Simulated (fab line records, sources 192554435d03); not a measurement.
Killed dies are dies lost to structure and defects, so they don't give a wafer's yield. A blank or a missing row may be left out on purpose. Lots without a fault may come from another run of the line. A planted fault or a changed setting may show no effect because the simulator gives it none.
A struck lot beside a sound one | flow n5_finfet | 14 steps out of a route of 1938
Sound: wafers L615.2, L615.4, L615.6. Struck: wafer L609.5. (L609.3 of the same lot was not struck and is left out.) The cause comes at the end.
At each step with rows: each side's tool, then ch and its chambers, then its first start. Under that, the readings that differ: sound wafers | struck wafers | difference of the means | sigmas: that difference in standard deviations of wafers without a fault.
alike: readings whose means differ by less than 2 such deviations, and words and numbers that are the same on both sides. not compared: withheld readings, readings that some wafer has no value for, bounds like >300 that may hide the same value, and numbers for which the record gives no deviation and whose values overlap.
The two part at a step that has a row with sigmas, a row that says differs or no value, or rows on one side only. Numbers that don't overlap but have no deviation are shown without sigmas and don't part them. A reading that every wafer of one side lacks parts them only if that side has two wafers or more.

first, 2 steps without rows for these wafers: N5_BEOL_M15_SPUTTER_45 (material Cu, target thk 100 nm, time 16.67 s); N5_BEOL_M15_ECD_47 (material Cu, target thk 1860 nm).
N5_BEOL_M15_ANNEAL_48: time 90 s.
  sound on rtp_anneal-01 ch 0, day 18 12:12; struck on rtp_anneal-01 ch 0, day 17 02:41
  reading          | sound                | struck | difference | sigmas
  wafer_temp_C_max | 226.33 226.34 226.36 | 225.67 | -0.67      | -2
N5_BEOL_M15_CMP_49: polishes, stops on SiO2, t overpolish 4.9 s, target thk 850 nm.
  sound on cmp-02 ch 1,2,3, day 18 12:30; struck on cmp-04 ch 1, day 17 02:58
  alike: barrier_field_endpoint_s, motor_current_A, overpolish_run_s
N5_BEOL_M15_THK_MEAS_50: measures by xrf.
  sound on film_metro-02, day 18 12:46; struck on film_metro-02, day 17 03:11
  alike: M15_THK
then, 1 step without rows for these wafers: N5_BEOL_M15_PRE_CLEAN_52 (time 15 s).
N5_BEOL_M15_DEP_53: deposits SiCN from 3MS/NH3, target thk 50 nm, time 17.8 s.
  sound on pecvd-03 ch 0,1, day 18 12:49; struck on pecvd-03 ch 2, day 17 03:17
  alike: showerhead_plenum_p_Torr, throttle_valve_pct
N5_BEOL_M15_RS_MEAS_54: measures by four-point-probe.
  sound on film_metro-01, day 18 12:53; struck on film_metro-01, day 17 03:21
  alike: M15_RS
N5_BEOL_M15_INSPECT_55: inspects for defects (darkfield).
  sound on defect_inspect-01, day 18 12:55; struck on defect_inspect-02, day 17 03:23
  reading          | sound      | struck | difference | sigmas
  raw_defect_count | 104 111 93 | 153    | +50        | +2
N5_BEOL_M15_RC_MEAS_101:
  sound on prober-02 ch 0, day 18 13:06; struck on prober-01 ch 0, day 17 03:43
  reading        | sound                 | struck  | difference | sigmas
  COMB_M10 (S/m) | 1.1e-11 1e-11 1.2e-11 | 1.8e-11 | +7.0e-12   | +2
  alike: etest_temp_c, COMB_M11, COMB_M12, COMB_M13, COMB_M14, COMB_M15, COMB_M5, COMB_M6, COMB_M7, COMB_M8, COMB_M9, SERP_M10, SERP_M11, SERP_M12, SERP_M13, SERP_M14, SERP_M5, SERP_M6, SERP_M7, SERP_M8, SERP_M9
then, 1 step without rows for these wafers: N5_PASSIVATION_PECVD_00 (deposits SiO2 from SiH4/N2O, target thk 200 nm, time 11.2 s).
N5_MIM_BOT_DEGAS_01: time 60 s.
  sound on pvd_sputter-01, day 18 14:24; struck on pvd_sputter-02, day 17 06:34
  alike: heater_power_w
N5_MIM_BOT_SPUTTER_00: material TiN, target thk 35 nm, time 89.7 s.
  sound on pvd_sputter-01, day 18 14:26; struck on pvd_sputter-02, day 17 06:37
  reading                                     | sound        | struck | difference | sigmas
  model.TiN_of_MIM_BOT_SPUTTER_00.thk_nm (nm) | 35.2 35 34.6 | 51.4   | +16.5      |
  alike: throttle_valve_pct
N5_MIM_TOP_ALD_00: deposits Al2O3, purge time 3 s, co reactant pulse time 3 s.
  the record has rows for the sound wafers here (ald_hk-03 ch 1,3, day 18 14:32) and none for the struck ones

WHERE THEY PART
First at N5_BEOL_M15_ANNEAL_48; last, within this record, at N5_MIM_TOP_ALD_00.

WHY: what the simulator had put in
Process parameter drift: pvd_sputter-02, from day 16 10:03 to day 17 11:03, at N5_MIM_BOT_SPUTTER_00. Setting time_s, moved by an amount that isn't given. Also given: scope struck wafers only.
